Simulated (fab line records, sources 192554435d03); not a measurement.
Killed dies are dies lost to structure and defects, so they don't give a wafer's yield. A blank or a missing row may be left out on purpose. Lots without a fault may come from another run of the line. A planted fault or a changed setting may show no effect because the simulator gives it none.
A struck lot beside a sound one | flow n5_finfet | 19 steps out of a route of 1938
Sound: wafers L595.1, L595.5, L595.6. Struck: wafers L609.1, L609.4. (L609.2 of the same lot was not struck and is left out.) The cause comes at the end.
At each step with rows: each side's tool, then ch and its chambers, then its first start. Under that, the readings that differ: sound wafers | struck wafers | difference of the means | sigmas: that difference in standard deviations of wafers without a fault.
alike: readings whose means differ by less than 2 such deviations, and words and numbers that are the same on both sides. not compared: withheld readings, readings that some wafer has no value for, bounds like >300 that may hide the same value, and numbers for which the record gives no deviation and whose values overlap.
The two part at a step that has a row with sigmas, a row that says differs or no value, or rows on one side only. Numbers that don't overlap but have no deviation are shown without sigmas and don't part them. A reading that every wafer of one side lacks parts them only if that side has two wafers or more.

N5_BEOL_M1_INSPECT_30: inspects for defects (brightfield).
  sound on defect_inspect-01, day 7 23:14; struck on defect_inspect-02, day 11 13:05
  alike: raw_defect_count
N5_BEOL_M1_DESCUM_33: chemistry O2, time 7 s.
  sound on rie_diel-04 ch 0,1,3, day 7 23:17; struck on rie_diel-04 ch 1,3, day 11 13:07
  alike: drypump_motor_current_A, oes_product_au, rf_vpp_V, showerhead_plenum_p_Torr, throttle_valve_pct
  not compared: rf_hours_counter_h
N5_BEOL_M1_ETCH_77: etches underlayer in N2/H2, target depth 6.5 nm, time 5.2 s.
  sound on rie_diel-04 ch 0,1,3, day 7 23:19; struck on rie_diel-04 ch 1,3, day 11 13:09
  alike: drypump_motor_current_A, etch_rf_on_time_s, oes_product_au, rf_vpp_V, showerhead_plenum_p_Torr, throttle_valve_pct
  not compared: rf_hours_counter_h
N5_BEOL_M1_ETCH_69: etches SiARC in CF4, target depth 15.6 nm, time 26 s.
  sound on rie_diel-04 ch 0,1,3, day 7 23:20; struck on rie_diel-04 ch 1,3, day 11 13:10
  alike: drypump_motor_current_A, etch_rf_on_time_s, oes_product_au, rf_vpp_V, showerhead_plenum_p_Torr, throttle_valve_pct
  not compared: rf_hours_counter_h
then, 1 step without rows for these wafers: N5_BEOL_M1_ALD_98 (deposits SiO2, target thk 2.5 nm, pulse time 1 s, co reactant pulse time 1 s).
N5_BEOL_M1_ETCHBACK_99: etches SiO2 in CHF3, target depth 5 nm, time 10.4 s.
  sound on rie_diel-05 ch 2,3, day 8 03:46; struck on rie_diel-04 ch 2,3, day 11 20:22
  alike: drypump_motor_current_A, oes_product_au, rf_vpp_V, showerhead_plenum_p_Torr, throttle_valve_pct
  not compared: rf_hours_counter_h
then, 6 steps without rows for these wafers: N5_BEOL_M1_ETCH_70 (etches SOC in N2/H2, target depth 80 nm, overetch 16 nm, time 120 s); N5_BEOL_M1_STRIP_71 (strips in N2/H2); N5_BEOL_M1_STRIP_78 (strips in N2/H2); N5_BEOL_M1_VIA_ETCH_34 (etches the open film in C4F6/O2, target depth 67.8 nm, time 64.4 s); N5_BEOL_M1_STRIP_83 (strips in C4F6/O2); N5_BEOL_M1_STRIP_36 (strips in N2/H2).
N5_BEOL_M1_TRENCH_ETCH_37: etches SiOC in C4F6/O2, target depth 55.207 nm, time 29 s.
  sound on rie_diel-05 ch 2,3, day 8 04:00; struck on rie_diel-04 ch 2,3, day 11 20:37
  reading                             | sound             | struck      | difference | sigmas
  model.BEOL_M1.feature_depth_nm (nm) | 55.6 54.8 56      | 51.8 52.2   | -3.5       |
  model.etch.depth_nm (nm)            | 55.55 54.81 56.05 | 51.71 52.26 | -3.48      |
  alike: C4F6_flow_sccm, drypump_motor_current_A, oes_product_au, rf_vpp_V, run_length_s, showerhead_plenum_p_Torr, throttle_valve_pct
  not compared: rf_hours_counter_h
N5_BEOL_M1_ETCH_41: etches SiCN in CH3F/O2, target depth 31.9 nm, time 57.8 s.
  sound on rie_diel-05 ch 2,3; struck on rie_diel-04 ch 2,3
  alike: drypump_motor_current_A, oes_product_au, rf_vpp_V, run_length_s, showerhead_plenum_p_Torr, throttle_valve_pct
  not compared: rf_hours_counter_h
then, 1 step without rows for these wafers: N5_BEOL_M1_STRIP_97 (strips in N2/H2, time 10 s).
N5_BEOL_M1_OCD_MEAS_38:
  sound on ocd-01, day 8 04:09; struck on ocd-01, day 11 20:46
  reading              | sound          | struck    | difference | sigmas
  trench_depth_nm (nm) | 55.9 54.0 56.4 | 52.0 52.3 | -3.3       | -4
then, 1 step without rows for these wafers: N5_BEOL_M1_HM_STRIP_39 (strips TiN in peroxide tin strip, target depth 25 nm, time 158 s).
N5_BEOL_M4_RC_MEAS_101:
  sound on prober-01 ch 0, day 10 02:11; struck on prober-01 ch 0, day 13 20:00
  alike: DIBL_N, DIBL_P, IOFF_N, IOFF_P, ION_N, ION_P, SS_N, SS_P, VT_N, VT_P
-- the record jumps here: 4 days lie between the struck wafers' starts before and after (it left off in module BEOL_M4 and takes up again in module PASSIVATION, whose first step shown is number 1936 of the route) --
N5_PASSIVATION_PROBE_49:
  sound on prober-01, day 14 10:29; struck on prober-02, day 17 18:07
  alike: defect_limited_yield, killed_at_M0_to_M3, killed_at_M4_up, killed_at_contacts, killed_at_front_end, killed_at_other, killed_dies, killed_open, killed_short, sort_bin_5_function, sort_bin_6_memory, sort_n_pass, sort_yield_pct

WHERE THEY PART
Only at N5_BEOL_M1_OCD_MEAS_38, within this record. Later steps at which nothing parts them and some readings are alike: N5_BEOL_M4_RC_MEAS_101, N5_PASSIVATION_PROBE_49.

WHY: what the simulator had put in
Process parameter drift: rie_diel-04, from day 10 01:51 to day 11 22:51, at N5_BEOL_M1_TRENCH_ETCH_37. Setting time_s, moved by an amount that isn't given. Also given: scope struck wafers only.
